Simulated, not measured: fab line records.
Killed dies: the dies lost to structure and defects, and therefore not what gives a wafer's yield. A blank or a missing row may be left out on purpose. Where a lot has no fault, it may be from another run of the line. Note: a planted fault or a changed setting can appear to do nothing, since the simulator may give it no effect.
Which of the tools did it? :: flow nand harc :: 36 wafers from 12 lots sampled at 6 of the route's 1302 steps

WHAT THE GAUGES READ, wafer by wafer
NHARC_A_CHANNEL_HOLE_D1_INSPECT_40. Usual: raw defect count reads 74 (standard deviation 29).
lot: L748
measured: day 8 21:40
on: defect inspect-02
raw defect count: 67 77 35
flag: 

lot: L750
measured: day 9 11:25
on: defect inspect-02
raw defect count: 49 34 28
flag: 

lot: L754
measured: day 11 00:55
on: defect inspect-02
raw defect count: 38 57 71
flag: 

lot: L757
measured: day 12 14:47
on: defect inspect-01
raw defect count: 907 40 904
flag: OFF

lot: L760
measured: day 13 17:08
on: defect inspect-01
raw defect count: 53 911 92
flag: OFF

lot: L763
measured: day 14 19:01
on: defect inspect-01
raw defect count: 121 112 108
flag: 

lot: L761
measured: day 14 23:11
on: defect inspect-01
raw defect count: 87 95 122
flag: 

lot: L766
measured: day 16 05:48
on: defect inspect-02
raw defect count: 59 59 54
flag: 

lot: L767
measured: day 16 13:42
on: defect inspect-02
raw defect count: 76 59 79
flag: 

lot: L769
measured: day 17 19:02
on: defect inspect-01
raw defect count: 85 63 49
flag: 

lot: L768
measured: day 17 20:34
on: defect inspect-02
raw defect count: 33 45 82
flag: 

lot: L771
measured: day 18 03:21
on: defect inspect-01
raw defect count: 72 49 88
flag: 

NHARC_END_SORT_01. Usual: killed at array 52, standard deviation 19; killed at other 0.9, standard deviation 1.3; killed at periphery 4, standard deviation 3.1; killed dies 57, standard deviation 18; killed open 3.2, standard deviation 1.7; killed short 2.3, standard deviation 1.4.
lot: L754
measured: day 27 02:41
on: prober-01
killed at array: 54 45 52
killed at other: 2 1 0
killed at periphery: 1 2 2
killed dies: 57 48 54
killed open: 5 3 4
killed short: 3 3 3
flag: 

lot: L757
measured: day 28 07:06
on: prober-01
killed at array: 126 50 124
killed at other: 0 0 1
killed at periphery: 3 3 2
killed dies: 129 53 127
killed open: 2 2 3
killed short: 2 3 5
flag: 

lot: L760
measured: day 29 00:25
on: prober-02
killed at array: 17 112 21
killed at other: 0 0 0
killed at periphery: 4 1 3
killed dies: 21 113 24
killed open: 3 1 3
killed short: 3 4 2
flag: 

lot: L763
measured: day 30 00:44
on: prober-01
killed at array: 41 51 50
killed at other: 0 0 0
killed at periphery: 8 7 15
killed dies: 49 58 65
killed open: 4 2 6
killed short: 1 8 3
flag: 

lot: L766
measured: day 31 19:00
on: prober-02
killed at array: 57 52 44
killed at other: 0 0 0
killed at periphery: 2 0 2
killed dies: 59 52 46
killed open: 2 4 3
killed short: 2 2 2
flag: 

lot: L767
measured: day 32 19:02
on: prober-01
killed at array: 29 65 49
killed at other: 1 2 0
killed at periphery: 4 1 7
killed dies: 34 68 56
killed open: 3 3 3
killed short: 3 1 1
flag: 

WHAT TOOL EACH LOT RAN ON (gives the tool, then ch and the chambers of the sampled wafers, and finally the start)
lot: L748
NHARC_A_CHANNEL_HOLE_D1_ETCH_19: har etch-01 ch 0,1, day 8 15:59
NHARC_A_CHANNEL_HOLE_D1_ETCH_22: har etch-01 ch 0,1, day 8 16:50
NHARC_A_CHANNEL_HOLE_D1_ETCH_25: har etch-01 ch 0,1, day 8 18:52
NHARC_A_CHANNEL_HOLE_D1_XSEM_31: xsem-01 ch 0, day 8 21:34

lot: L750
NHARC_A_CHANNEL_HOLE_D1_ETCH_19: har etch-01 ch 0, day 9 05:41
NHARC_A_CHANNEL_HOLE_D1_ETCH_22: har etch-01 ch 0, day 9 06:32
NHARC_A_CHANNEL_HOLE_D1_ETCH_25: har etch-01 ch 0, day 9 08:35
NHARC_A_CHANNEL_HOLE_D1_XSEM_31: xsem-02 ch 0, day 9 11:19

lot: L754
NHARC_A_CHANNEL_HOLE_D1_ETCH_19: har etch-01 ch 0,1, day 10 19:12
NHARC_A_CHANNEL_HOLE_D1_ETCH_22: har etch-01 ch 0,1, day 10 20:08
NHARC_A_CHANNEL_HOLE_D1_ETCH_25: har etch-01 ch 0,1, day 10 22:14
NHARC_A_CHANNEL_HOLE_D1_XSEM_31: xsem-02 ch 0, day 11 00:49

lot: L757
NHARC_A_CHANNEL_HOLE_D1_ETCH_19: har etch-01 ch 0,1, day 12 09:04
NHARC_A_CHANNEL_HOLE_D1_ETCH_22: har etch-01 ch 0,1, day 12 09:56
NHARC_A_CHANNEL_HOLE_D1_ETCH_25: har etch-01 ch 0,1, day 12 11:58
NHARC_A_CHANNEL_HOLE_D1_XSEM_31: xsem-02 ch 0, day 12 14:41

lot: L760
NHARC_A_CHANNEL_HOLE_D1_ETCH_19: har etch-01 ch 0,1, day 13 11:26
NHARC_A_CHANNEL_HOLE_D1_ETCH_22: har etch-01 ch 0,1, day 13 12:19
NHARC_A_CHANNEL_HOLE_D1_ETCH_25: har etch-01 ch 0,1, day 13 14:20
NHARC_A_CHANNEL_HOLE_D1_XSEM_31: xsem-01 ch 0, day 13 17:02

lot: L763
NHARC_A_CHANNEL_HOLE_D1_ETCH_19: har etch-02 ch 0,1, day 14 13:22
NHARC_A_CHANNEL_HOLE_D1_ETCH_22: har etch-02 ch 0,1, day 14 14:28
NHARC_A_CHANNEL_HOLE_D1_ETCH_25: har etch-02 ch 0,1, day 14 16:39
NHARC_A_CHANNEL_HOLE_D1_XSEM_31: xsem-01 ch 0, day 14 18:56

lot: L761
NHARC_A_CHANNEL_HOLE_D1_ETCH_19: har etch-02 ch 0,1, day 14 17:29
NHARC_A_CHANNEL_HOLE_D1_ETCH_22: har etch-02 ch 0,1, day 14 18:20
NHARC_A_CHANNEL_HOLE_D1_ETCH_25: har etch-02 ch 0,1, day 14 20:22
NHARC_A_CHANNEL_HOLE_D1_XSEM_31: xsem-01 ch 0, day 14 23:05

lot: L766
NHARC_A_CHANNEL_HOLE_D1_ETCH_19: har etch-01 ch 1, day 16 00:06
NHARC_A_CHANNEL_HOLE_D1_ETCH_22: har etch-01 ch 1, day 16 00:58
NHARC_A_CHANNEL_HOLE_D1_ETCH_25: har etch-01 ch 1, day 16 03:00
NHARC_A_CHANNEL_HOLE_D1_XSEM_31: xsem-01 ch 0, day 16 05:43

lot: L767
NHARC_A_CHANNEL_HOLE_D1_ETCH_19: har etch-01 ch 0,1, day 16 08:02
NHARC_A_CHANNEL_HOLE_D1_ETCH_22: har etch-01 ch 0,1, day 16 09:03
NHARC_A_CHANNEL_HOLE_D1_ETCH_25: har etch-01 ch 0,1, day 16 11:11
NHARC_A_CHANNEL_HOLE_D1_XSEM_31: xsem-02 ch 0, day 16 13:37

lot: L769
NHARC_A_CHANNEL_HOLE_D1_ETCH_19: har etch-01 ch 0,1, day 17 13:22
NHARC_A_CHANNEL_HOLE_D1_ETCH_22: har etch-01 ch 0,1, day 17 14:17
NHARC_A_CHANNEL_HOLE_D1_ETCH_25: har etch-01 ch 0,1, day 17 16:23
NHARC_A_CHANNEL_HOLE_D1_XSEM_31: xsem-01 ch 0, day 17 18:56

lot: L768
NHARC_A_CHANNEL_HOLE_D1_ETCH_19: har etch-02 ch 0,1, day 17 14:04
NHARC_A_CHANNEL_HOLE_D1_ETCH_22: har etch-02 ch 0,1, day 17 15:01
NHARC_A_CHANNEL_HOLE_D1_ETCH_25: har etch-02 ch 0,1, day 17 17:05
NHARC_A_CHANNEL_HOLE_D1_XSEM_31: xsem-02 ch 0, day 17 20:28

lot: L771
NHARC_A_CHANNEL_HOLE_D1_ETCH_19: har etch-01 ch 0,1, day 17 21:39
NHARC_A_CHANNEL_HOLE_D1_ETCH_22: har etch-01 ch 0,1, day 17 22:31
NHARC_A_CHANNEL_HOLE_D1_ETCH_25: har etch-01 ch 0,1, day 18 00:32
NHARC_A_CHANNEL_HOLE_D1_XSEM_31: xsem-01 ch 0, day 18 03:15
- NHARC_A_CHANNEL_HOLE_D1_ETCH_19: etches the open film in C4F8/O2/Ar, time 34.5 s.
- NHARC_A_CHANNEL_HOLE_D1_ETCH_22: etches the open film in C4F8/O2/Ar, time 666.7 s, target depth 1600 nm.
- NHARC_A_CHANNEL_HOLE_D1_ETCH_25: etches the open film in C4F8/O2/Ar, time 1040.2 s, target depth 1500 nm.
- NHARC_A_CHANNEL_HOLE_D1_XSEM_31

WHAT THE TOOLS THEMSELVES READ (means of the sampled wafers that have a number; where no wafer has one, the mark that the record gives instead)
NHARC_A_CHANNEL_HOLE_D1_ETCH_19. Usual: drypump motor current A 5.8 A, standard deviation 0.39; showerhead plenum p Torr 3.68 Torr, standard deviation 0.095; throttle valve pct 37.038 %, standard deviation 0.0081.
lot: L748
tool: har etch-01
drypump motor current A (A): 6.1
showerhead plenum p Torr (Torr): 3.63
throttle valve pct (%): 37.042
flag: 

lot: L750
tool: har etch-01
drypump motor current A (A): 6.2
showerhead plenum p Torr (Torr): 3.59
throttle valve pct (%): 37.034
flag: 

lot: L754
tool: har etch-01
drypump motor current A (A): 6.1
showerhead plenum p Torr (Torr): 3.62
throttle valve pct (%): 37.030
flag: 

lot: L757
tool: har etch-01
drypump motor current A (A): 6.1
showerhead plenum p Torr (Torr): 3.63
throttle valve pct (%): 37.030
flag: 

lot: L760
tool: har etch-01
drypump motor current A (A): 6.1
showerhead plenum p Torr (Torr): 3.59
throttle valve pct (%): 37.039
flag: 

lot: L763
tool: har etch-02
drypump motor current A (A): 5.3
showerhead plenum p Torr (Torr): 3.77
throttle valve pct (%): 37.043
flag: 

lot: L761
tool: har etch-02
drypump motor current A (A): 5.4
showerhead plenum p Torr (Torr): 3.76
throttle valve pct (%): 37.039
flag: 

lot: L766
tool: har etch-01
drypump motor current A (A): 6.0
showerhead plenum p Torr (Torr): 3.65
throttle valve pct (%): 37.042
flag: 

lot: L767
tool: har etch-01
drypump motor current A (A): 6.1
showerhead plenum p Torr (Torr): 3.57
throttle valve pct (%): 37.031
flag: 

lot: L769
tool: har etch-01
drypump motor current A (A): 6.1
showerhead plenum p Torr (Torr): 3.59
throttle valve pct (%): 37.024
flag: 

lot: L768
tool: har etch-02
drypump motor current A (A): 5.3
showerhead plenum p Torr (Torr): 3.75
throttle valve pct (%): 37.036
flag: 

lot: L771
tool: har etch-01
drypump motor current A (A): 6.1
showerhead plenum p Torr (Torr): 3.59
throttle valve pct (%): 37.037
flag: 

NHARC_A_CHANNEL_HOLE_D1_ETCH_22. Usual: drypump motor current A 5.8 A, standard deviation 0.39; showerhead plenum p Torr 3.64 Torr, standard deviation 0.091; throttle valve pct 32.156 %, standard deviation 0.0091.
lot: L748
tool: har etch-01
drypump motor current A (A): 6.1
showerhead plenum p Torr (Torr): 3.59
throttle valve pct (%): 32.150
flag: 

lot: L750
tool: har etch-01
drypump motor current A (A): 6.2
showerhead plenum p Torr (Torr): 3.55
throttle valve pct (%): 32.151
flag: 

lot: L754
tool: har etch-01
drypump motor current A (A): 6.1
showerhead plenum p Torr (Torr): 3.58
throttle valve pct (%): 32.156
flag: 

lot: L757
tool: har etch-01
drypump motor current A (A): 6.1
showerhead plenum p Torr (Torr): 3.60
throttle valve pct (%): 32.168
flag: 

lot: L760
tool: har etch-01
drypump motor current A (A): 6.1
showerhead plenum p Torr (Torr): 3.56
throttle valve pct (%): 32.157
flag: 

lot: L763
tool: har etch-02
drypump motor current A (A): 5.3
showerhead plenum p Torr (Torr): 3.72
throttle valve pct (%): 32.156
flag: 

lot: L761
tool: har etch-02
drypump motor current A (A): 5.4
showerhead plenum p Torr (Torr): 3.72
throttle valve pct (%): 32.155
flag: 

lot: L766
tool: har etch-01
drypump motor current A (A): 6.0
showerhead plenum p Torr (Torr): 3.61
throttle valve pct (%): 32.158
flag: 

lot: L767
tool: har etch-01
drypump motor current A (A): 6.1
showerhead plenum p Torr (Torr): 3.54
throttle valve pct (%): 32.155
flag: 

lot: L769
tool: har etch-01
drypump motor current A (A): 6.1
showerhead plenum p Torr (Torr): 3.56
throttle valve pct (%): 32.157
flag: 

lot: L768
tool: har etch-02
drypump motor current A (A): 5.3
showerhead plenum p Torr (Torr): 3.70
throttle valve pct (%): 32.165
flag: 

lot: L771
tool: har etch-01
drypump motor current A (A): 6.1
showerhead plenum p Torr (Torr): 3.55
throttle valve pct (%): 32.162
flag: 

NHARC_A_CHANNEL_HOLE_D1_ETCH_25. Usual: drypump motor current A 5.8 A, standard deviation 0.38; showerhead plenum p Torr 3.63 Torr, standard deviation 0.091; throttle valve pct 32.235 %, standard deviation 0.0088.
lot: L748
tool: har etch-01
drypump motor current A (A): 6.1
showerhead plenum p Torr (Torr): 3.59
throttle valve pct (%): 32.239
flag: 

lot: L750
tool: har etch-01
drypump motor current A (A): 6.2
showerhead plenum p Torr (Torr): 3.55
throttle valve pct (%): 32.239
flag: 

lot: L754
tool: har etch-01
drypump motor current A (A): 6.1
showerhead plenum p Torr (Torr): 3.57
throttle valve pct (%): 32.236
flag: 

lot: L757
tool: har etch-01
drypump motor current A (A): 6.1
showerhead plenum p Torr (Torr): 3.59
throttle valve pct (%): 32.234
flag: 

lot: L760
tool: har etch-01
drypump motor current A (A): 6.1
showerhead plenum p Torr (Torr): 3.55
throttle valve pct (%): 32.243
flag: 

lot: L763
tool: har etch-02
drypump motor current A (A): 5.3
showerhead plenum p Torr (Torr): 3.72
throttle valve pct (%): 32.231
flag: 

lot: L761
tool: har etch-02
drypump motor current A (A): 5.4
showerhead plenum p Torr (Torr): 3.72
throttle valve pct (%): 32.234
flag: 

lot: L766
tool: har etch-01
drypump motor current A (A): 6.0
showerhead plenum p Torr (Torr): 3.60
throttle valve pct (%): 32.236
flag: 

lot: L767
tool: har etch-01
drypump motor current A (A): 6.1
showerhead plenum p Torr (Torr): 3.53
throttle valve pct (%): 32.242
flag: 

lot: L769
tool: har etch-01
drypump motor current A (A): 6.1
showerhead plenum p Torr (Torr): 3.55
throttle valve pct (%): 32.233
flag: 

lot: L768
tool: har etch-02
drypump motor current A (A): 5.3
showerhead plenum p Torr (Torr): 3.70
throttle valve pct (%): 32.232
flag: 

lot: L771
tool: har etch-01
drypump motor current A (A): 6.1
showerhead plenum p Torr (Torr): 3.55
throttle valve pct (%): 32.219
flag: 

NHARC_A_CHANNEL_HOLE_D1_XSEM_31. Usual: bot cd nm 74.6 nm, standard deviation 1.9; bow nm 8.60 nm, standard deviation 0.27; tilt deg 0.07 degrees, standard deviation 0.04.
lot: L748
tool: xsem-01
bot cd nm (nm): 74.6
bow nm (nm): 9.09
tilt deg (degrees): 0.11
flag: 

lot: L750
tool: xsem-02
bot cd nm (nm): 77.3
bow nm (nm): 8.66
tilt deg (degrees): 0.13
flag: 

lot: L754
tool: xsem-02
bot cd nm (nm): 75.4
bow nm (nm): 8.11
tilt deg (degrees): 0.14
flag: 

lot: L757
tool: xsem-02
bot cd nm (nm): 73.4
bow nm (nm): 8.86
tilt deg (degrees): 0.04
flag: 

lot: L760
tool: xsem-01
bot cd nm (nm): 75.8
bow nm (nm): 8.91
tilt deg (degrees): 0.10
flag: 

lot: L763
tool: xsem-01
bot cd nm (nm): 72.7
bow nm (nm): 9.16
tilt deg (degrees): 0.07
flag: 

lot: L761
tool: xsem-01
bot cd nm (nm): 72.2
bow nm (nm): 8.39
tilt deg (degrees): 0.05
flag: 

lot: L766
tool: xsem-01
bot cd nm (nm): 76.9
bow nm (nm): 8.74
tilt deg (degrees): 0.08
flag: 

lot: L767
tool: xsem-02
bot cd nm (nm): 77.6
bow nm (nm): 8.40
tilt deg (degrees): 0.11
flag: 

lot: L769
tool: xsem-01
bot cd nm (nm): 74.4
bow nm (nm): 8.55
tilt deg (degrees): 0.03
flag: 

lot: L768
tool: xsem-02
bot cd nm (nm): 74.8
bow nm (nm): 8.46
tilt deg (degrees): 0.07
flag: 

lot: L771
tool: xsem-01
bot cd nm (nm): 74.4
bow nm (nm): 8.43
tilt deg (degrees): 0.03
flag: 

THE ANSWER, worked out from the rows above alone
Rule: lot off if the mean of its wafers having a number is beyond 3 standard deviations from the usual mean. Also off: a lot with no number at a reading for which 4 or more lots have one. The other lots that the step has rows for count as sound. Order of review: gauges by route order, followed by the tools' own readings, for which a lot's mean as printed above is used. The first step at which some lot is off is used, and at that step the reading that is off furthest; a lot without a number counts as furthest.
Off: L757, L760 (NHARC_A_CHANNEL_HOLE_D1_INSPECT_40, raw defect count).
A tool fits if, at a process step before that reading, it ran every lot that is off, and no sound lot after the first of them. Those tools and the gauges at NHARC_A_CHANNEL_HOLE_D1_INSPECT_40 are tried in the same way. Not one of the candidates tried fits.

WHAT THE SIMULATOR HAD INSERTED
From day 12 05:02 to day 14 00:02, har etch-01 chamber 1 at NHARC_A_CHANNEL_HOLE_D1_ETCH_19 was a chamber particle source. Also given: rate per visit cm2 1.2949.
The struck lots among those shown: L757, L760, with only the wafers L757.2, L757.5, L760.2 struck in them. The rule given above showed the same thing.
